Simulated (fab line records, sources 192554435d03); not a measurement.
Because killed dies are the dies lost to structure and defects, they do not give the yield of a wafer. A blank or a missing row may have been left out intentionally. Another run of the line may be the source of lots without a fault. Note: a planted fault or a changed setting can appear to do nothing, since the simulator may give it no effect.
Split-lot experiment / flow n5_finfet / 21 wafers read from 7 lots, route of 1938 steps

## THE SPLIT
At N5_BEOL_M12_ETCH_68 (etches SOC in N2/H2, time 285 s), the setting time_s was moved away from the recipe's 285 s on 8 of the 21 wafers read, by -18.3% to +18.3%. For the rest of the wafers, this setting stayed at what the recipe calls for.

Reading taken at the split's own step.

## THE READING
SiARC_of_BEOL_M12_COAT_66.thk_nm (the simulator's own value, which no gauge read), in nm, at N5_BEOL_M12_ETCH_68 (etches SOC in N2/H2, time 285 s). The file gives no usual value for it. Average 85.8 nm, standard deviation 0.66 nm, over the 13 wafers here run with the recipe.

wafer=L077.2; tool, chamber at the split=rie_diel-01, 3; time_s as run, s=337.2; against the recipe=+18.3%; SiARC_of_BEOL_M12_COAT_66.thk_nm, nm=81.8; against lot-mates on the recipe=-4.0
wafer=L077.3; tool, chamber at the split=rie_diel-01, 2; time_s as run, s=285; against the recipe=recipe; SiARC_of_BEOL_M12_COAT_66.thk_nm, nm=85.6; against lot-mates on the recipe=-
wafer=L077.5; tool, chamber at the split=rie_diel-01, 3; time_s as run, s=285; against the recipe=recipe; SiARC_of_BEOL_M12_COAT_66.thk_nm, nm=86; against lot-mates on the recipe=-
wafer=L079.2; tool, chamber at the split=rie_diel-04, 1,2; time_s as run, s=285; against the recipe=recipe; SiARC_of_BEOL_M12_COAT_66.thk_nm, nm=86.4; against lot-mates on the recipe=-
wafer=L079.4; tool, chamber at the split=rie_diel-04, 1,2; time_s as run, s=285; against the recipe=recipe; SiARC_of_BEOL_M12_COAT_66.thk_nm, nm=86.4; against lot-mates on the recipe=-
wafer=L079.6; tool, chamber at the split=rie_diel-04, 3; time_s as run, s=285; against the recipe=recipe; SiARC_of_BEOL_M12_COAT_66.thk_nm, nm=85.4; against lot-mates on the recipe=-
wafer=L081.4; tool, chamber at the split=rie_diel-03, 0; time_s as run, s=285; against the recipe=recipe; SiARC_of_BEOL_M12_COAT_66.thk_nm, nm=86.8; against lot-mates on the recipe=-
wafer=L081.5; tool, chamber at the split=rie_diel-03, 3,0; time_s as run, s=320.2; against the recipe=+12.4%; SiARC_of_BEOL_M12_COAT_66.thk_nm, nm=83.2; against lot-mates on the recipe=-3.6
wafer=L081.6; tool, chamber at the split=rie_diel-03, 3,0; time_s as run, s=320.2; against the recipe=+12.4%; SiARC_of_BEOL_M12_COAT_66.thk_nm, nm=83.2; against lot-mates on the recipe=-3.6
wafer=L083.2; tool, chamber at the split=rie_diel-04, 3; time_s as run, s=285; against the recipe=recipe; SiARC_of_BEOL_M12_COAT_66.thk_nm, nm=85; against lot-mates on the recipe=-
wafer=L083.3; tool, chamber at the split=rie_diel-04, 2,1; time_s as run, s=285; against the recipe=recipe; SiARC_of_BEOL_M12_COAT_66.thk_nm, nm=86.2; against lot-mates on the recipe=-
wafer=L083.5; tool, chamber at the split=rie_diel-04, 2,1; time_s as run, s=285; against the recipe=recipe; SiARC_of_BEOL_M12_COAT_66.thk_nm, nm=86.2; against lot-mates on the recipe=-
wafer=L084.1; tool, chamber at the split=rie_diel-03, 2; time_s as run, s=285; against the recipe=recipe; SiARC_of_BEOL_M12_COAT_66.thk_nm, nm=85.8; against lot-mates on the recipe=-
wafer=L084.4; tool, chamber at the split=rie_diel-03, 0; time_s as run, s=334.4; against the recipe=+17.3%; SiARC_of_BEOL_M12_COAT_66.thk_nm, nm=81.4; against lot-mates on the recipe=-4.5
wafer=L084.6; tool, chamber at the split=rie_diel-03, 0; time_s as run, s=285; against the recipe=recipe; SiARC_of_BEOL_M12_COAT_66.thk_nm, nm=86; against lot-mates on the recipe=-
wafer=L090.3; tool, chamber at the split=rie_diel-04, 1; time_s as run, s=232.9; against the recipe=-18.3%; SiARC_of_BEOL_M12_COAT_66.thk_nm, nm=90.2; against lot-mates on the recipe=+6.0
wafer=L090.4; tool, chamber at the split=rie_diel-04, 0; time_s as run, s=285; against the recipe=recipe; SiARC_of_BEOL_M12_COAT_66.thk_nm, nm=84.2; against lot-mates on the recipe=-
wafer=L090.5; tool, chamber at the split=rie_diel-04, 0; time_s as run, s=232.9; against the recipe=-18.3%; SiARC_of_BEOL_M12_COAT_66.thk_nm, nm=89.2; against lot-mates on the recipe=+5.0
wafer=L092.1; tool, chamber at the split=rie_diel-04, 3; time_s as run, s=285; against the recipe=recipe; SiARC_of_BEOL_M12_COAT_66.thk_nm, nm=85.4; against lot-mates on the recipe=-
wafer=L092.2; tool, chamber at the split=rie_diel-04, 1; time_s as run, s=311.7; against the recipe=+9.4%; SiARC_of_BEOL_M12_COAT_66.thk_nm, nm=83.8; against lot-mates on the recipe=-1.6
wafer=L092.4; tool, chamber at the split=rie_diel-04, 2; time_s as run, s=311.7; against the recipe=+9.4%; SiARC_of_BEOL_M12_COAT_66.thk_nm, nm=83.6; against lot-mates on the recipe=-1.8
When a row names more than one chamber, that row covers several wafers, and the file does not tell which wafer ran in which chamber.

THE FIT
A straight line over all 21 wafers: SiARC_of_BEOL_M12_COAT_66.thk_nm changes by -0.221 nm for each +1% of time_s; r = -0.96; the points scatter about the line by 0.59 nm.
The same after taking each lot's own level away (the mean of its wafers on the recipe; 21 wafers): -0.269 nm for each +1%; r = -0.98; scatter 0.5 nm.
On that fit, the largest move of time_s shifts the reading by 4.9 nm.
The span of the lots' own levels, 84.20 to 86.80 nm, comes to 3.9 times the standard deviation stated above.
So the slope is not independent of the lot-to-lot level: the two fits are not the same.
Check: -4.96 nm against its lot-mates is what the line predicts for one of the wafers moved furthest among these (+18.3%) when that wafer is left out of the fit. Against them it came out at -4 nm.

## ADDITIONAL SPLITS CARRIED BY THESE WAFERS
Before the reading, these wafers also passed through other splits. Each is held against what the fit with the lots' levels taken away leaves over:
other split on the same wafers=N5_BEOL_M7_VIA_ETCH_34 source_w; wafers away from the commonest value=4; r with SiARC_of_BEOL_M12_COAT_66.thk_nm (lot level and that fit taken away)=-0.16
other split on the same wafers=N5_BEOL_M9_HM_DEP_02 target_thk_a; wafers away from the commonest value=7; r with SiARC_of_BEOL_M12_COAT_66.thk_nm (lot level and that fit taken away)=-0.55
other split on the same wafers=N5_BEOL_M9_EXPOSE_25 dose_mj; wafers away from the commonest value=8; r with SiARC_of_BEOL_M12_COAT_66.thk_nm (lot level and that fit taken away)=+0.14
other split on the same wafers=N5_BEOL_M10_EXPOSE_25 dose_mj; wafers away from the commonest value=9; r with SiARC_of_BEOL_M12_COAT_66.thk_nm (lot level and that fit taken away)=+0.40
other split on the same wafers=N5_BEOL_M10_VIA_ETCH_34 time_s; wafers away from the commonest value=6; r with SiARC_of_BEOL_M12_COAT_66.thk_nm (lot level and that fit taken away)=+0.02
other split on the same wafers=N5_BEOL_M11_TRENCH_ETCH_37 bias_w; wafers away from the commonest value=7; r with SiARC_of_BEOL_M12_COAT_66.thk_nm (lot level and that fit taken away)=-0.51

## FILE'S OWN FIT
SiARC_of_BEOL_M12_COAT_66.thk_nm changes by -0.258 nm for each +1% of time_s, r = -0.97.
